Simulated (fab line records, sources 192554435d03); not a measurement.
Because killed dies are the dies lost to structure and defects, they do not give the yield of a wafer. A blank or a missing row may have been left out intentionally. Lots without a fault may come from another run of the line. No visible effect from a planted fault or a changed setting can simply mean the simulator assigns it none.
3 desks, one fault || flow n5_finfet || what lay behind the numbers comes last; until then each desk has only its own

THE DEFECT DESK
Per lot, the means of the sampled wafers with a number show what the inspections along the route counted. Marked OUT: a lot whose mean sits more than 4 standard deviations from the usual mean, which makes it out of limits; the brackets give that distance.
Columns: A = raw_defect_count at N5_MOL_CONTACT_COAG_INSPECT_10, usual 63
{"lot": "L888", "first seen here": "day 6 07:00", "A": 48}
{"lot": "L889", "first seen here": "day 6 09:04", "A": 54}
{"lot": "L896", "first seen here": "day 8 02:50", "A": 64}
{"lot": "L897", "first seen here": "day 8 04:59", "A": 71}
{"lot": "L901", "first seen here": "day 9 03:52", "A": 67}
{"lot": "L902", "first seen here": "day 9 11:43", "A": 70}
{"lot": "L905", "first seen here": "day 10 05:10", "A": 52}
{"lot": "L906", "first seen here": "day 10 08:54", "A": 88}
This desk's finding: nothing out of limits on any of the 8 lots.

THE METROLOGY DESK
What the gauges read for every lot (on any tool): the sampled wafers with a number, averaged. Marked OUT: a lot whose mean sits more than 4 standard deviations from the usual mean, which makes it out of limits; the brackets give that distance. Shown are 7 of the 15 readings it has, namely the first that went out of limits plus those furthest out on some lot.
Columns: A = cd_nm at N5_MOL_CONTACT_COAG_CD_MEAS_99, usual 17.2 nm; B = RC_DENSE_N at N5_BEOL_M4_RC_MEAS_101, usual 18.9 ohm.um; C = RC_DENSE_P at N5_BEOL_M4_RC_MEAS_101, usual 23.6 ohm.um; D = RC_N at N5_BEOL_M4_RC_MEAS_101, usual 15.4 ohm.um; E = RC_P at N5_BEOL_M4_RC_MEAS_101, usual 19.3 ohm.um; F = SS_P at N5_BEOL_M4_RC_MEAS_101, usual 73.3 mV/dec; G = VT_P at N5_BEOL_M4_RC_MEAS_101, usual -251 mV
{"lot": "L888", "first seen here": "day 6 08:13", "A": 17.2, "B": 18.8, "C": 23.6, "D": 15.4, "E": 19.2, "F": 72.5, "G": -254}
{"lot": "L889", "first seen here": "day 6 10:01", "A": 16.8, "B": 19.4, "C": 24.7, "D": 15.9, "E": 20.1, "F": 72.9, "G": -255}
{"lot": "L896", "first seen here": "day 8 03:24", "A": "19.3 (+5.3) OUT", "B": "16.7 (-5.2) OUT", "C": "21.1 (-4.5) OUT", "D": "13.7 (-5.1) OUT", "E": "17.1 (-4.9) OUT", "F": 74.1, "G": -250}
{"lot": "L897", "first seen here": "day 8 05:26", "A": "19.1 (+4.8) OUT", "B": "16.4 (-6.0) OUT", "C": "20.4 (-5.7) OUT", "D": "13.4 (-6.2) OUT", "E": "16.6 (-6.1) OUT", "F": 73.9, "G": -253}
{"lot": "L901", "first seen here": "day 9 04:19", "A": 17.3, "B": 18.8, "C": 23.3, "D": 15.3, "E": 19.0, "F": 73.0, "G": -255}
{"lot": "L902", "first seen here": "day 9 12:08", "A": 17.3, "B": 19.0, "C": 23.8, "D": 15.6, "E": 19.4, "F": 74.3, "G": -247}
{"lot": "L905", "first seen here": "day 10 05:36", "A": 17.1, "B": 18.9, "C": 23.3, "D": 15.4, "E": 18.9, "F": 73.4, "G": -254}
{"lot": "L906", "first seen here": "day 10 09:20", "A": 17.6, "B": 18.1, "C": 22.8, "D": 14.8, "E": 18.7, "F": 71.4, "G": -261}
This desk finds L896, L897 out of limits, L896 being first, at day 8 03:24 (cd_nm at N5_MOL_CONTACT_COAG_CD_MEAS_99). L888, L889, L901, L902, L905, L906 stayed within limits.

FOR THE TOOL OWNER'S DESK: rie_diel-01
The tool's own readings at N5_MOL_CONTACT_COAG_ETCH_106 (etches SOC in N2/H2, target depth 80 nm, overetch 16 nm, time 120 s): means of the sampled wafers that have a number, for each lot that ran on this tool. Marked OUT: a lot whose mean sits more than 4 standard deviations from the usual mean, which makes it out of limits; the brackets give that distance.
Columns: A = drypump_motor_current_A at N5_MOL_CONTACT_COAG_ETCH_106, usual 5.6 A; B = oes_product_au at N5_MOL_CONTACT_COAG_ETCH_106, usual 0.71 a.u.; C = rf_vpp_V at N5_MOL_CONTACT_COAG_ETCH_106, usual 523.9 V; D = showerhead_plenum_p_Torr at N5_MOL_CONTACT_COAG_ETCH_106, usual 2.54 Torr; E = throttle_valve_pct at N5_MOL_CONTACT_COAG_ETCH_106, usual 17.78 %
{"lot": "L888", "first seen here": "day 6 07:54", "A": 5.7, "B": 0.69, "C": 522.6, "D": 2.50, "E": 17.95}
{"lot": "L889", "first seen here": "day 6 09:43", "A": 5.4, "B": 0.73, "C": 523.5, "D": 2.55, "E": 17.78}
{"lot": "L896", "first seen here": "day 8 03:05", "A": 5.8, "B": 0.66, "C": 524.5, "D": 2.57, "E": 18.10}
{"lot": "L897", "first seen here": "day 8 05:07", "A": 5.9, "B": 0.66, "C": 524.9, "D": 2.57, "E": 18.09}
This desk's finding: nothing out of limits on any of the 4 lots.

BROUGHT TOGETHER
Metrology desk: alarm possible at day 8 03:24 on L896, L897.
The defect desk saw nothing out of limits.
The tool owner's desk saw nothing out of limits.
The defect desk has L896, L897 on record, within its limits.
Tool owner's desk: L896, L897 on record, inside its limits.
The lots listed all ran N5_MOL_CONTACT_COAG_ETCH_106 on rie_diel-01.

WHAT THE SIMULATOR HAD INSERTED
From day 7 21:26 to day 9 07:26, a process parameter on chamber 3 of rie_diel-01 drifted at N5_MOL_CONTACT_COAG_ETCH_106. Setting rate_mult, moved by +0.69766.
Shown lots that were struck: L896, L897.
Delay in hours, fault start to first out-of-limits reading, per desk: metrology desk 6.
